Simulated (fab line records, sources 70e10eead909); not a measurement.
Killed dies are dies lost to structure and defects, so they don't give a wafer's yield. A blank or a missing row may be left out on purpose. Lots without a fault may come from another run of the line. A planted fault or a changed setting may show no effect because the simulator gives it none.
Tool commonality check | flow nand_harc | 14 lots, 42 wafers sampled

WHY IT WAS OPENED
At NHARC_A_ONON_D1_THK_MEAS_02 the reading thk_nm is flagged on 2 of 14 lots. Wafers without a fault read 1001 nm, standard deviation 9.3.
Rule: a lot is flagged when every wafer of it that has a number lies more than 4 standard deviations from that mean, or none has a number. The other lots count as sound.

lot  | measured     | on            | thk_nm (nm), wafer by wafer | flag
L920 | day 7 03:02  | film_metro-02 | 1005 1007 1003              |
L921 | day 8 01:41  | film_metro-01 | 1019 1021 1019              |
L922 | day 8 01:41  | film_metro-02 | 987 990 990                 |
L924 | day 8 13:19  | film_metro-01 | 1004 1001 1004              |
L923 | day 8 13:38  | film_metro-01 | 987 989 988                 |
L925 | day 8 13:38  | film_metro-02 | 1018 1017 1016              |
L926 | day 9 00:20  | film_metro-02 | 995 995 996                 |
L927 | day 9 07:33  | film_metro-01 | 1002 1001 1002              |
L930 | day 9 21:41  | film_metro-01 | 1002 1001 1000              |
L938 | day 11 21:27 | film_metro-01 | 1618 1619 1618              | FLAGGED
L939 | day 12 15:52 | film_metro-01 | 1626 1625 1625              | FLAGGED
L941 | day 12 15:52 | film_metro-02 | 1007 1007 1007              |
L940 | day 12 15:53 | film_metro-01 | 1008 1009 1009              |
L943 | day 12 20:52 | film_metro-02 | 984 985 987                 |
The numbers of the flagged lots are 1622 nm on average: +621 nm against the usual, or +67 standard deviations.

WHICH TOOL RAN EACH LOT
The record holds 2 process steps before the reading, out of a route of 1159 steps. In each cell: the tool, then ch and the chambers that the sampled wafers went through, then the start.
lot  | flag    | NHARC_A_ZERO_WELL_DESCUM_12        | NHARC_A_ONON_D1_DEP_00
L920 |         | rie_diel-02 ch 0,1,3, day 6 04:10  | pecvd_onon-03 ch 0, day 7 02:35
L921 |         | rie_diel-02 ch 0,2,3, day 7 02:28  | pecvd_onon-03 ch 0, day 8 01:10
L922 |         | rie_diel-11 ch 1,3, day 7 02:46    | pecvd_onon-04 ch 0, day 8 01:10
L924 |         | rie_diel-01 ch 2,3, day 7 17:12    | pecvd_onon-03 ch 0, day 8 12:49
L923 |         | rie_diel-11 ch 0,2,3, day 7 13:07  | pecvd_onon-02 ch 0, day 8 13:10
L925 |         | rie_diel-02 ch 0,2,3, day 7 17:50  | pecvd_onon-04 ch 0, day 8 13:07
L926 |         | rie_diel-01 ch 0,1,3, day 7 22:26  | pecvd_onon-02 ch 0, day 8 23:50
L927 |         | rie_diel-02 ch 0,1, day 8 07:38    | pecvd_onon-04 ch 0, day 9 07:06
L930 |         | rie_diel-01 ch 1,2,3, day 8 23:19  | pecvd_onon-04 ch 0, day 9 21:13
L938 | FLAGGED | rie_diel-01 ch 0,1,3, day 10 21:32 | pecvd_onon-02 ch 0, day 11 21:00
L939 | FLAGGED | rie_diel-11 ch 0,1,2, day 11 17:07 | pecvd_onon-02 ch 0, day 12 15:22
L941 |         | rie_diel-01 ch 0,2, day 11 18:55   | pecvd_onon-03 ch 0, day 12 15:22
L940 |         | rie_diel-02 ch 0,2,3, day 11 16:51 | pecvd_onon-04 ch 0, day 12 15:26
L943 |         | rie_diel-01 ch 0,2,3, day 11 23:42 | pecvd_onon-03 ch 0, day 12 20:26
What these steps do:
- NHARC_A_ZERO_WELL_DESCUM_12: chemistry O2, time 3 s.
- NHARC_A_ONON_D1_DEP_00: target thk 1000 nm.
- NHARC_A_ONON_D1_THK_MEAS_02: measures by ellipsometry.

FLAGGED OVER TOTAL, TOOL BY TOOL (the gauges that took the reading come last)
step                        | tool          | lots run | flagged | share of the flagged lots | sound lots run after its first flagged lot
NHARC_A_ZERO_WELL_DESCUM_12 | rie_diel-01   | 6        | 1       | some                      | 2 (L941,L943)
NHARC_A_ZERO_WELL_DESCUM_12 | rie_diel-02   | 5        | 0       | none                      | -
NHARC_A_ZERO_WELL_DESCUM_12 | rie_diel-11   | 3        | 1       | some                      | 0
NHARC_A_ONON_D1_DEP_00      | pecvd_onon-02 | 4        | 2       | all                       | 0
NHARC_A_ONON_D1_DEP_00      | pecvd_onon-03 | 5        | 0       | none                      | -
NHARC_A_ONON_D1_DEP_00      | pecvd_onon-04 | 5        | 0       | none                      | -
NHARC_A_ONON_D1_THK_MEAS_02 | film_metro-01 | 8        | 2       | all                       | 1 (L940)
NHARC_A_ONON_D1_THK_MEAS_02 | film_metro-02 | 6        | 0       | none                      | -

WHAT THE TABLE ALLOWS
2 rows of the table ran every flagged lot: pecvd_onon-02 at NHARC_A_ONON_D1_DEP_00, film_metro-01 at NHARC_A_ONON_D1_THK_MEAS_02.
- pecvd_onon-02 at NHARC_A_ONON_D1_DEP_00: 2 of its 4 lots flagged. Its last sound lot is L926 (day 8 23:50), its first flagged lot L938 (day 11 21:00): a fault that began between those two fits.
- film_metro-01 at NHARC_A_ONON_D1_THK_MEAS_02: 2 of its 8 lots flagged. Sound lots ran on it after the first flagged one (L940), which a lasting fault on the whole tool wouldn't allow.
One tool is left: pecvd_onon-02 at NHARC_A_ONON_D1_DEP_00.

WHAT THE SIMULATOR HAD PUT IN
Process parameter drift: pecvd_onon-02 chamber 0, from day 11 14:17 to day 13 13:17, at NHARC_A_ONON_D1_DEP_00. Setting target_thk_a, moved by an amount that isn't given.
Lots struck among those shown: L938, L939. The rule above found the same.
